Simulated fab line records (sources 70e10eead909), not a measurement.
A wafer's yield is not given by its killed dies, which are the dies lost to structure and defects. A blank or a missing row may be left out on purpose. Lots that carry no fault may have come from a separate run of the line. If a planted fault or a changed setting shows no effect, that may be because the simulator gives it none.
Chamber matching || flow nand_harc || rie_diel-02 running NHARC_A_M1_ETCH_35: 4 sister chambers
The step etches the open film in N2/H2, target depth 40 nm, overetch 12 nm, time 43.94 s. 18 wafers are shown with their chamber, then 9 later ones without.

## EACH WAFER AND ITS CHAMBER
{"wafer": "L808.2", "chamber": 2, "showerhead_plenum_p_Torr (Torr)": 2.20, "drypump_motor_current_A (A)": 4.8, "rf_vpp_V (V)": 436}
{"wafer": "L808.3", "chamber": 3, "showerhead_plenum_p_Torr (Torr)": 2.16, "drypump_motor_current_A (A)": 5.4, "rf_vpp_V (V)": 434}
{"wafer": "L808.6", "chamber": 0, "showerhead_plenum_p_Torr (Torr)": 1.90, "drypump_motor_current_A (A)": 4.8, "rf_vpp_V (V)": 428}
{"wafer": "L812.1", "chamber": 0, "showerhead_plenum_p_Torr (Torr)": 1.90, "drypump_motor_current_A (A)": 4.8, "rf_vpp_V (V)": 427}
{"wafer": "L812.5", "chamber": 1, "showerhead_plenum_p_Torr (Torr)": 1.91, "drypump_motor_current_A (A)": 5.7, "rf_vpp_V (V)": 427}
{"wafer": "L812.6", "chamber": 0, "showerhead_plenum_p_Torr (Torr)": 1.90, "drypump_motor_current_A (A)": 4.8, "rf_vpp_V (V)": 426}
{"wafer": "L813.1", "chamber": 2, "showerhead_plenum_p_Torr (Torr)": 2.20, "drypump_motor_current_A (A)": 4.8, "rf_vpp_V (V)": 436}
{"wafer": "L813.4", "chamber": 1, "showerhead_plenum_p_Torr (Torr)": 1.91, "drypump_motor_current_A (A)": 5.7, "rf_vpp_V (V)": 428}
{"wafer": "L813.5", "chamber": 1, "showerhead_plenum_p_Torr (Torr)": 1.91, "drypump_motor_current_A (A)": 5.7, "rf_vpp_V (V)": 426}
{"wafer": "L815.2", "chamber": 2, "showerhead_plenum_p_Torr (Torr)": 2.20, "drypump_motor_current_A (A)": 4.8, "rf_vpp_V (V)": 434}
{"wafer": "L815.3", "chamber": 0, "showerhead_plenum_p_Torr (Torr)": 1.90, "drypump_motor_current_A (A)": 4.7, "rf_vpp_V (V)": 427}
{"wafer": "L815.5", "chamber": 1, "showerhead_plenum_p_Torr (Torr)": 1.91, "drypump_motor_current_A (A)": 5.7, "rf_vpp_V (V)": 427}
{"wafer": "L823.3", "chamber": 3, "showerhead_plenum_p_Torr (Torr)": 2.16, "drypump_motor_current_A (A)": 5.4, "rf_vpp_V (V)": 434}
{"wafer": "L823.4", "chamber": 2, "showerhead_plenum_p_Torr (Torr)": 2.20, "drypump_motor_current_A (A)": 4.8, "rf_vpp_V (V)": 436}
{"wafer": "L823.5", "chamber": 0, "showerhead_plenum_p_Torr (Torr)": 1.90, "drypump_motor_current_A (A)": 4.8, "rf_vpp_V (V)": 428}
{"wafer": "L824.1", "chamber": 1, "showerhead_plenum_p_Torr (Torr)": 1.91, "drypump_motor_current_A (A)": 5.7, "rf_vpp_V (V)": 426}
{"wafer": "L824.2", "chamber": 0, "showerhead_plenum_p_Torr (Torr)": 1.89, "drypump_motor_current_A (A)": 4.8, "rf_vpp_V (V)": 426}
{"wafer": "L824.6", "chamber": 2, "showerhead_plenum_p_Torr (Torr)": 2.20, "drypump_motor_current_A (A)": 4.8, "rf_vpp_V (V)": 435}

SIGNATURES, as means of the wafers listed above
{"reading": "showerhead_plenum_p_Torr", "chamber 0": 1.8983, "chamber 1": 1.9100, "chamber 2": 2.2000, "chamber 3": 2.1600, "scatter within a chamber": 0.00244}
{"reading": "drypump_motor_current_A", "chamber 0": 4.783, "chamber 1": 5.700, "chamber 2": 4.800, "chamber 3": 5.400, "scatter within a chamber": 0.0244}
{"reading": "rf_vpp_V", "chamber 0": 427.00, "chamber 1": 426.80, "chamber 2": 435.40, "chamber 3": 434.00, "scatter within a chamber": 0.845}
Rule: distance of a wafer from a chamber = root of the sum over the readings of ((wafer's reading minus chamber's mean) / reading's scatter) squared. The wafer belongs to the nearest chamber; if the next one is less than 2 further off, it can't be placed. The scatter: take each reading less its chamber's mean, square it, sum over the shown wafers, divide by the number of wafers less the number of chambers, and take the root.

## WAFERS MISSING THEIR CHAMBER
{"wafer": "L827.1", "showerhead_plenum_p_Torr (Torr)": 1.89, "drypump_motor_current_A (A)": 4.8, "rf_vpp_V (V)": 425}
{"wafer": "L827.3", "showerhead_plenum_p_Torr (Torr)": 1.90, "drypump_motor_current_A (A)": 5.7, "rf_vpp_V (V)": 426}
{"wafer": "L827.4", "showerhead_plenum_p_Torr (Torr)": 2.20, "drypump_motor_current_A (A)": 4.8, "rf_vpp_V (V)": 433}
{"wafer": "L828.2", "showerhead_plenum_p_Torr (Torr)": 1.89, "drypump_motor_current_A (A)": 4.7, "rf_vpp_V (V)": 427}
{"wafer": "L828.3", "showerhead_plenum_p_Torr (Torr)": 1.90, "drypump_motor_current_A (A)": 5.7, "rf_vpp_V (V)": 427}
{"wafer": "L828.6", "showerhead_plenum_p_Torr (Torr)": 2.16, "drypump_motor_current_A (A)": 5.4, "rf_vpp_V (V)": 436}
{"wafer": "L830.1", "showerhead_plenum_p_Torr (Torr)": 2.20, "drypump_motor_current_A (A)": 4.8, "rf_vpp_V (V)": 436}
{"wafer": "L830.2", "showerhead_plenum_p_Torr (Torr)": 1.90, "drypump_motor_current_A (A)": 5.7, "rf_vpp_V (V)": 427}
{"wafer": "L830.4", "showerhead_plenum_p_Torr (Torr)": 2.20, "drypump_motor_current_A (A)": 4.8, "rf_vpp_V (V)": 437}

## CHAMBER TAKEN BY EACH
{"wafer": "L827.1", "from the rows above": 0, "in truth": 0}
{"wafer": "L827.3", "from the rows above": 1, "in truth": 1}
{"wafer": "L827.4", "from the rows above": 2, "in truth": 2}
{"wafer": "L828.2", "from the rows above": 0, "in truth": 0}
{"wafer": "L828.3", "from the rows above": 1, "in truth": 1}
{"wafer": "L828.6", "from the rows above": 3, "in truth": 3}
{"wafer": "L830.1", "from the rows above": 2, "in truth": 2}
{"wafer": "L830.2", "from the rows above": 1, "in truth": 1}
{"wafer": "L830.4", "from the rows above": 2, "in truth": 2}
Correctly placed: 9 of 9. Can't be placed from these rows: 0. Wrongly placed: 0.
